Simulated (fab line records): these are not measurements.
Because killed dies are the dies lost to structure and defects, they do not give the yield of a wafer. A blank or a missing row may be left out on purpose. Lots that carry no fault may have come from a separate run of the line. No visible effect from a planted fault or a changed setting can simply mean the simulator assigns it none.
Comparing a struck lot with a sound one -- flow n5-finfet -- 16 out of 1938 route steps
Sound: these wafers, L434.2, L434.4, L434.6. The struck wafers were L432.1, L432.2, L432.3. At the end, the cause is stated.
For every step that has rows: the tool of each side, followed by ch and its chambers, followed by its first start. Under that, the readings that differ: sound wafers -- struck wafers -- difference of the means -- sigmas: that difference in standard deviations of wafers without a fault.
alike: same words and numbers on both sides, and readings whose means sit less than 2 such deviations apart. not compared: any withheld reading, any reading some wafer has no value for, any bound like >300 that may hide the same value, and any number with overlapping values for which the record gives no deviation.
The two part at a step that has a row with sigmas, a row that says differs or no value, or rows on one side only. Numbers that have no deviation but don't overlap get no sigmas and don't part them. Lack of a reading on every wafer of one side parts them only where that side has two or more wafers.

first, 4 steps without rows for these wafers: N5_BEOL_M6_SOFTBAKE_06 (time 60 s); N5_BEOL_M6_EXPOSE_08 (exposes mask M6); N5_BEOL_M6_PEB_09 (peb time 60 s); N5_BEOL_M6_DEVELOP_10 (develop time 30 s).
N5_BEOL_M6_CD_MEAS_11: target cd 38.5 nm.
  sound on cd-sem-01 ch 0, day 13 09:30; struck on cd-sem-03 ch 0, day 12 13:53
  alike: cd-nm
N5_BEOL_M6_OVL_MEAS_12:
  sound on overlay-02 ch 0, day 13 09:32; struck on overlay-02 ch 0, day 12 13:55
  alike: M6_OVL
N5_BEOL_M6_INSPECT_13: inspects for defects (brightfield).
  sound on defect-inspect-01 at day 13 09:34; struck on defect-inspect-01 at day 12 13:56
  alike: raw-defect-count
N5_BEOL_M6_DESCUM_16: chemistry O2, time 7.9 s.
  sound on rie-diel-06 ch 1,2,3, day 13 09:47; struck on rie-diel-01 ch 0,1,2, day 12 14:08
  alike: drypump-motor-current-A, oes-product-au, rf-fwd-power-W, rf-vpp-V, showerhead-plenum-p-Torr, throttle-valve-pct
  not compared: rf-hours-counter-h
N5_BEOL_M6_ETCH_61: etches SiARC in CF4, target depth 45.5 nm, time 75.8 s.
  sound on rie-diel-06 ch 1,2,3, day 13 09:49; struck on rie-diel-01 ch 0,1,2, day 12 14:10
  alike: drypump-motor-current-A, etch-rf-on-time-s, mfc-ar-sccm, oes-product-au, rf-fwd-power-W, rf-vpp-V, showerhead-plenum-p-Torr, throttle-valve-pct
  not compared: rf-hours-counter-h
N5_BEOL_M6_ETCH_62: etches SOC in N2/H2, target depth 110 nm, overetch 22 nm, time 165 s.
  sound on rie-diel-06 ch 1,2,3, day 13 09:52; struck on rie-diel-01 ch 0,1,2, day 12 14:13
  alike: drypump-motor-current-A, h2-flow-sccm, oes-product-au, rf-fwd-power-W, rf-vpp-V, showerhead-plenum-p-Torr, throttle-valve-pct
  not compared: rf-hours-counter-h
then, 1 step without rows for these wafers: N5_BEOL_M6_STRIP_68 (strips in N2/H2).
N5_BEOL_M6_STRIP_67: strips in CF4.
  sound on rie-diel-06 ch 1,2,3, day 13 10:01; struck on rie-diel-01 ch 0,1,2, day 12 14:22
  alike: drypump-motor-current-A, oes-product-au, rf-vpp-V, showerhead-plenum-p-Torr, throttle-valve-pct
  not compared: rf-hours-counter-h
N5_BEOL_M6_HM_OPEN_17: chemistry Cl2/BCl3, target TiN, target depth 20 nm, overetch 6 nm.
  sound on rie-metal-03 ch 1, day 13 10:05; struck on rie-metal-03 ch 0,1, day 12 14:25
  no value came back on the struck wafers for any of 7 readings (bcl3-flow-sccm (sccm), bias-w (W) and others); on the sound wafers bcl3-flow-sccm (sccm) reads 21.84 21.78 21.81
reading,sound,struck,difference,sigmas
model.SOC_of_BEOL_M6_COAT_59.thk-nm (nm),92 92.4 92,100 99.8 99.8,+8,
  not compared: rf-hours-counter-h
N5_BEOL_M6_STRIP_19: strips in O2.
  sound on rie-diel-01 ch 0,1, day 13 10:19; struck on rie-diel-01 ch 0,1,2, day 12 14:38
  alike: drypump-motor-current-A, oes-product-au, rf-vpp-V, showerhead-plenum-p-Torr, throttle-valve-pct
  not compared: rf-hours-counter-h
N5_BEOL_M6_CD_MEAS_18: pitch 80 nm, target cd 40 nm.
  sound on cd-sem-02 at day 13 10:23; struck on cd-sem-01 at day 12 14:43
reading,sound,struck,difference,sigmas
cd-nm (nm),38.9 39.6 40.5,- - -,no value on the struck wafers,
then, 1 step without rows for these wafers: N5_BEOL_M6_COAT_63 (time 60 s, resist thk 60 nm).

== WHERE THEY PART ==
At N5_BEOL_M6_HM_OPEN_17 first; at N5_BEOL_M6_CD_MEAS_18 last (within this record only).

WHY: the cause the simulator had injected
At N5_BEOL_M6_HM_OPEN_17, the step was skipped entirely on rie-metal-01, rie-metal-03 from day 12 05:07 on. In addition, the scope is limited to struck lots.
